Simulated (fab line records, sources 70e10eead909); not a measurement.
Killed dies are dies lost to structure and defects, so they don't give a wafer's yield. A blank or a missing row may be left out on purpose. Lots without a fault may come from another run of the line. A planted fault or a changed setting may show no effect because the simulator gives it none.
A struck lot beside a sound one | flow nand_harc | 14 steps out of a route of 1302
Sound: wafers L607.1, L607.3, L607.6. Struck: wafers L613.2, L613.3, L613.4. The cause comes at the end.
At each step with rows: each side's tool, then ch and its chambers, then its first start. Under that, the readings that differ: sound wafers | struck wafers | difference of the means | sigmas: that difference in standard deviations of wafers without a fault.
alike: readings whose means differ by less than 2 such deviations, and words and numbers that are the same on both sides. not compared: withheld readings, readings that some wafer has no value for, bounds like >300 that may hide the same value, and numbers for which the record gives no deviation and whose values overlap.
The two part at a step that has a row with sigmas, a row that says differs or no value, or rows on one side only. Numbers that don't overlap but have no deviation are shown without sigmas and don't part them. A reading that every wafer of one side lacks parts them only if that side has two wafers or more.

NHARC_A_ZERO_WELL_DESCUM_12: chemistry O2, time 3 s.
  sound on rie_diel-06 ch 0,2,3, day 8 17:50; struck on rie_diel-06 ch 0,2,3, day 11 10:11
  alike: drypump_motor_current_A, oes_product_au, rf_vpp_V, showerhead_plenum_p_Torr, throttle_valve_pct
  not compared: rf_hours_counter_h
NHARC_A_ZERO_WELL_ETCH_19: etches the open film in N2/H2, target depth 80 nm, overetch 24 nm, time 87.88 s.
  sound on rie_diel-06 ch 2,3, day 8 17:54; struck on rie_diel-06 ch 0,1,2, day 11 10:16
  alike: drypump_motor_current_A, oes_product_au, rf_fwd_power_W, rf_vpp_V, showerhead_plenum_p_Torr, throttle_valve_pct
  not compared: rf_hours_counter_h
NHARC_A_ZERO_WELL_ETCH_13: etches the open film in HBr/Cl2, target depth 120 nm, time 40.1 s.
  sound on rie_si-06 ch 2,3, day 8 18:02; struck on rie_si-01 ch 1,2,3, day 11 10:23
  alike: drypump_motor_current_A, oes_product_au, rf_fwd_power_W, throttle_valve_pct
  not compared: rf_hours_counter_h
then, 4 steps without rows for these wafers: NHARC_A_ZERO_WELL_STRIP_14 (strips in SPM, time 900 s); NHARC_A_ZERO_WELL_IMPLANT_15; NHARC_A_ZERO_WELL_PRECLEAN_22 (cleans in SC1, time 60 s); NHARC_A_ZERO_WELL_SRD_23.
NHARC_A_ZERO_WELL_RTA_16: time 10 s.
  sound on rtp_anneal-01 ch 0, day 8 18:55; struck on rtp_anneal-01 ch 0, day 11 11:19
  alike: lamp_power_pct, lamp_zone_1_pct, wafer_temp_C_max
NHARC_A_ZERO_WELL_INSPECT_17:
  sound on defect_inspect-02, day 8 19:07; struck on defect_inspect-02, day 11 11:29
  alike: raw_defect_count
then, 2 steps without rows for these wafers: NHARC_A_SOURCE_PLATE_PRECLEAN_00 (cleans in HF-LAST, time 60 s); NHARC_A_SOURCE_PLATE_SRD_01.
NHARC_A_SOURCE_PLATE_OXIDE_02: material SiO2, target thk 10 nm, ox time 1362 s.
  sound on furnace-01 ch 0, day 8 23:04; struck on furnace-03 ch 0, day 11 19:46
  alike: spike_tc_bottom_C, spike_tc_lower_C
NHARC_A_SOURCE_PLATE_THK_MEAS_09: measures by ellipsometry.
  sound on film_metro-01, day 9 03:07; struck on film_metro-02, day 12 00:12
  reading     | sound        | struck         | difference | sigmas
  thk_nm (nm) | 8.5 9.3 11.2 | 16.0 15.7 16.1 | +6.3       | +6
then, 1 step without rows for these wafers: NHARC_A_SOURCE_PLATE_PVD_04 (deposits WSi2, target thk 50 nm).

WHERE THEY PART
Only at NHARC_A_SOURCE_PLATE_THK_MEAS_09, within this record.

WHY: what the simulator had put in
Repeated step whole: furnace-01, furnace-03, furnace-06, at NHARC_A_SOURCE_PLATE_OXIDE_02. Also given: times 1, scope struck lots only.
